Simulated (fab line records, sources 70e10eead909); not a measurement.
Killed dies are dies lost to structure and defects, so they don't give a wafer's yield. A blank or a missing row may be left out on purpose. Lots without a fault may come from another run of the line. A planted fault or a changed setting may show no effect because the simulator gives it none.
A struck lot beside a sound one | flow nand_harc | 27 steps out of a route of 1159
Sound: wafers L812.1, L812.2, L812.4. Struck: wafers L823.1, L823.2, L823.6. The cause comes at the end.
At each step with rows: each side's tool, then ch and its chambers, then its first start. Under that, the readings that differ: sound wafers | struck wafers | difference of the means | sigmas: that difference in standard deviations of wafers without a fault.
alike: readings whose means differ by less than 2 such deviations, and words and numbers that are the same on both sides. not compared: withheld readings, readings that some wafer has no value for, bounds like >300 that may hide the same value, and numbers for which the record gives no deviation and whose values overlap.
The two part at a step that has a row with sigmas, a row that says differs or no value, or rows on one side only. Numbers that don't overlap but have no deviation are shown without sigmas and don't part them. A reading that every wafer of one side lacks parts them only if that side has two wafers or more.

NHARC_P_ZERO_WELL_INSPECT_43:
  sound on defect_inspect-01, day 2 19:47; struck on defect_inspect-01, day 5 13:27
  alike: raw_defect_count
then, 11 steps without rows for these wafers: NHARC_P_STI_ETCH_26 (etches SiO2 in dHF, target depth 11 nm); NHARC_P_STI_PRECLEAN_27 (cleans in SC1); NHARC_P_STI_SRD_28; NHARC_P_STI_OXIDE_29 (material SiO2, target thk 10 nm, ox time 1362 s); NHARC_P_STI_HM_DEP_30 (deposits Si3N4, target thk 80 nm, time 873 s); NHARC_P_STI_DEHYDRATE_01 (time 120 s); NHARC_P_STI_HMDS_02 (time 30 s); NHARC_P_STI_COAT_41 (time 65 s); NHARC_P_STI_COAT_03 (resist thk 600 nm); NHARC_P_STI_SOFTBAKE_04 (time 70 s); NHARC_P_STI_EBR_05.
NHARC_P_STI_EXPOSE_06: exposes mask P STI, target cd 200 nm.
  sound on krf_scanner-04 ch 0, day 3 12:44; struck on krf_scanner-03 ch 0, day 6 04:53
  reading | sound                   | struck                           | difference | sigmas
  mask    | P_STI#0 P_STI#0 P_STI#0 | P_STI_R1#0 P_STI_R1#0 P_STI_R1#0 | differs    |
then, 2 steps without rows for these wafers: NHARC_P_STI_PEB_07 (peb time 80 s); NHARC_P_STI_DEVELOP_08 (time 50 s).
NHARC_P_STI_CD_MEAS_09: target cd 200 nm.
  sound on cd_sem-01 ch 0, day 3 12:53; struck on cd_sem-03 ch 0, day 6 05:02
  reading    | sound             | struck            | difference | sigmas
  cd_nm (nm) | 202.6 202.8 201.3 | 218.5 221.6 220.1 | +17.8      | +11
NHARC_P_STI_OVL_MEAS_10:
  sound on overlay-01, day 3 12:59; struck on overlay-01, day 6 05:07
  alike: overlay_x_nm, overlay_y_nm
NHARC_P_STI_INSPECT_11:
  sound on defect_inspect-02, day 3 13:01; struck on defect_inspect-02, day 6 05:09
  alike: raw_defect_count
then, 1 step without rows for these wafers: NHARC_P_STI_HARDBAKE_13 (time 65 s).
NHARC_P_STI_DESCUM_14: chemistry O2, time 3 s.
  sound on rie_diel-03 ch 0,1,2, day 3 13:09; struck on rie_diel-03 ch 0,1,3, day 6 05:18
  reading                | sound           | struck            | difference | sigmas
  model.P_STI.cd_nm (nm) | 202 202.8 200.7 | 218.5 221.4 219.8 | +18.1      |
  alike: chamber_pressure_mTorr, drypump_motor_current_A, oes_product_au, rf_vpp_V, showerhead_plenum_p_Torr, throttle_valve_pct
  not compared: rf_hours_counter_h
NHARC_P_STI_ETCH_42: etches the open film in N2/H2, target depth 80 nm, overetch 24 nm, time 61 s.
  sound on rie_diel-03 ch 0,1,3, day 3 13:14; struck on rie_diel-03 ch 1,2,3, day 6 05:23
  alike: chamber_pressure_mTorr, drypump_motor_current_A, h2_flow_sccm, n2_flow_sccm, oes_product_au, rf_vpp_V, showerhead_plenum_p_Torr, throttle_valve_pct
  not compared: rf_hours_counter_h
NHARC_P_STI_ETCH_31: etches the open film in CF4/CHF3, target depth 108.9 nm, time 54.5 s.
  sound on rie_diel-03 ch 0,1,3; struck on rie_diel-03 ch 0,3
  alike: chamber_pressure_mTorr, drypump_motor_current_A, oes_product_au, rf_vpp_V, showerhead_plenum_p_Torr, throttle_valve_pct
  not compared: rf_hours_counter_h
NHARC_P_STI_ETCH_15: etches the open film in HBr/Cl2, target depth 300 nm, time 100.1 s.
  sound on rie_si-01 ch 0,1,2, day 3 13:26; struck on rie_si-04 ch 0,2,3, day 6 05:35
  reading                | sound             | struck          | difference | sigmas
  model.P_STI.cd_nm (nm) | 201.8 202.1 200.6 | 219 221.1 219.1 | +18        |
  alike: chamber_pressure_mTorr, drypump_motor_current_A, oes_product_au, throttle_valve_pct
  not compared: rf_hours_counter_h
NHARC_P_STI_CD_MEAS_16:
  sound on cd_sem-03, day 3 13:35; struck on cd_sem-02, day 6 05:43
  reading    | sound             | struck            | difference | sigmas
  cd_nm (nm) | 201.4 202.2 200.4 | 219.3 221.2 218.9 | +18.5      | +11
NHARC_P_STI_OCD_MEAS_17:
  sound on ocd-01, day 3 13:41; struck on ocd-01, day 6 05:49
  reading                | sound             | struck            | difference | sigmas
  trench_foot_cd_nm (nm) | 160.2 161.2 158.7 | 175.4 180.7 178.2 | +18.1      | +11
  alike: trench_depth_nm
then, 1 step without rows for these wafers: NHARC_P_STI_STRIP_19 (strips in SPM, time 900 s).
-- the record jumps here: 16 days lie between the struck wafers' starts before and after (it left off in module P_STI and takes up again in module END, whose first step shown is number 1159 of the route) --
NHARC_END_SORT_01:
  the record has rows for the struck wafers here (prober-02 ch 0, day 22 15:27) and none for the sound ones

WHERE THEY PART
First at NHARC_P_STI_EXPOSE_06; last, within this record, at NHARC_END_SORT_01.

WHY: what the simulator had put in
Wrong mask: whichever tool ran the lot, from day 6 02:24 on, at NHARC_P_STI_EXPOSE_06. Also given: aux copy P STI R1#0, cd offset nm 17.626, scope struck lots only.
